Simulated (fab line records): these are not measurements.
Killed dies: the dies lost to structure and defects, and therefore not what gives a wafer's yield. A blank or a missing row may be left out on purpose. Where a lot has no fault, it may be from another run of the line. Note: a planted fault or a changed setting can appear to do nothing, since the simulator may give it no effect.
Comparing a struck lot with a sound one + flow n5Finfet + 15 steps out of a route of 1938
Sound: the wafers L166.1, L166.3, L166.5. Struck: wafers L167.1, L167.4 (left out: L167.6, a lot-mate that was not struck); the cause follows at the end.
Order at every step that has rows: each side's tool, ch and its chambers, its first start. Under that, the readings that differ: sound wafers + struck wafers + difference of the means + sigmas: that difference in standard deviations of wafers without a fault.
alike: a reading whose means differ by less than 2 such deviations, as well as words and numbers matching on both sides. not compared: withheld readings; readings where some wafer has no value; bounds like >300 that might hide an equal value; numbers whose values overlap and for which the record gives no deviation.
Wherever a step has rows on one side only, a row that says differs or no value, or a row with sigmas, the two part there. Numbers that have no deviation but don't overlap get no sigmas and don't part them. Lack of a reading on every wafer of one side parts them only where that side has two or more wafers.

first, 3 steps without rows for these wafers: N5_BEOL_M7_EXPOSE_25 (exposes mask V6, target cd 40 nm); N5_BEOL_M7_PEB_26 (peb time 60 s); N5_BEOL_M7_DEVELOP_27 (develop time 30 s).
N5_BEOL_M7_CD_MEAS_28: the cd target is 40 nm.
  sound on cdSem-01 ch 0, day 11 21:59; struck on cdSem-01 ch 0, day 12 17:31
  alike: cdNm
N5_BEOL_M7_OVL_MEAS_29:
  sound on overlay-02 ch 0, day 11 22:01; struck on overlay-02 ch 0, day 12 17:32
  alike: V6_OVL
N5_BEOL_M7_INSPECT_30: inspects for defects (brightfield).
  struck on defectInspect-01, day 12 17:36; sound on defectInspect-01, day 11 22:05
  alike: rawDefectCount
N5_BEOL_M7_DESCUM_33: chemistry O2, time 7 s.
  sound on rieDiel-04 ch 0,1,2, day 11 22:29; struck on rieDiel-04 ch 3, day 12 17:54
  alike: drypumpMotorCurrentA, oesProductAu, rfVppV, showerheadPlenumPTorr, throttleValvePct
  not compared: rfHoursCounterH
N5_BEOL_M7_ETCH_72: etches underlayer in N2/H2, target depth 6.5 nm, time 5.2 s.
  sound on rieDiel-04 ch 0,1,2, day 11 22:31; struck on rieDiel-04 ch 3, day 12 17:56
  alike: drypumpMotorCurrentA, etchRfOnTimeS, oesProductAu, rfVppV, showerheadPlenumPTorr, throttleValvePct
  not compared: rfHoursCounterH
N5_BEOL_M7_ETCH_65: etches SiARC in CF4, target depth 15.6 nm, time 26 s.
  sound on rieDiel-04 ch 0,1,2, day 11 22:32; struck on rieDiel-04 ch 3, day 12 17:58
| reading              | sound             | struck      | difference | sigmas |
|----------------------|-------------------|-------------|------------|--------|
| throttleValvePct (%) | 15.97 15.61 15.55 | 16.12 16.15 | +0.42      | +3     |
  alike: drypumpMotorCurrentA, etchRfOnTimeS, oesProductAu, rfVppV, showerheadPlenumPTorr
  not compared: rfHoursCounterH
N5_BEOL_M7_ETCH_66: etches SOC in N2/H2, target depth 80 nm, overetch 16 nm, time 120 s.
  sound on rieDiel-04 ch 0,1,2, day 11 22:34; struck on rieDiel-04 ch 3, day 12 17:59
  alike: drypumpMotorCurrentA, oesProductAu, rfVppV, showerheadPlenumPTorr, throttleValvePct
  not compared: rfHoursCounterH
then, 2 steps without rows for these wafers: N5_BEOL_M7_STRIP_69 (strips in N2/H2); N5_BEOL_M7_STRIP_73 (strips in N2/H2).
N5_BEOL_M7_VIA_ETCH_34: etches SiCOH lowk in C4F6/O2, target depth 125.5 nm, time 50.5 s.
  sound on rieDiel-04 ch 0,1,2, day 11 22:40; struck on rieDiel-04 ch 3, day 12 18:05
| reading                                 | sound             | struck      | difference | sigmas |
|-----------------------------------------|-------------------|-------------|------------|--------|
| throttleValvePct (%)                    | 21.15 20.94 20.82 | 21.47 21.45 | +0.49      | +3     |
| model.etch.depthNm (nm)                 | 125.9 128.1 126   | 174.9 174.9 | +48.2      |        |
| model.SOC_of_BEOL_M7_COAT_63.thkNm (nm) | 54 53.8 53.8      | 51.4 51.4   | -2.5       |        |
  alike: drypumpMotorCurrentA, oes_ar_750_au, oesProductAu, rfVppV, showerheadPlenumPTorr
  not compared: rfHoursCounterH
then, 2 steps without rows for these wafers: N5_BEOL_M7_STRIP_76 (strips in C4F6/O2); N5_PASSIVATION_PROBE_49.

== WHERE THEY PART ==
Last at N5_BEOL_M7_VIA_ETCH_34 as far as this record goes, first at N5_BEOL_M7_ETCH_65.

WHY: what the simulator had put in
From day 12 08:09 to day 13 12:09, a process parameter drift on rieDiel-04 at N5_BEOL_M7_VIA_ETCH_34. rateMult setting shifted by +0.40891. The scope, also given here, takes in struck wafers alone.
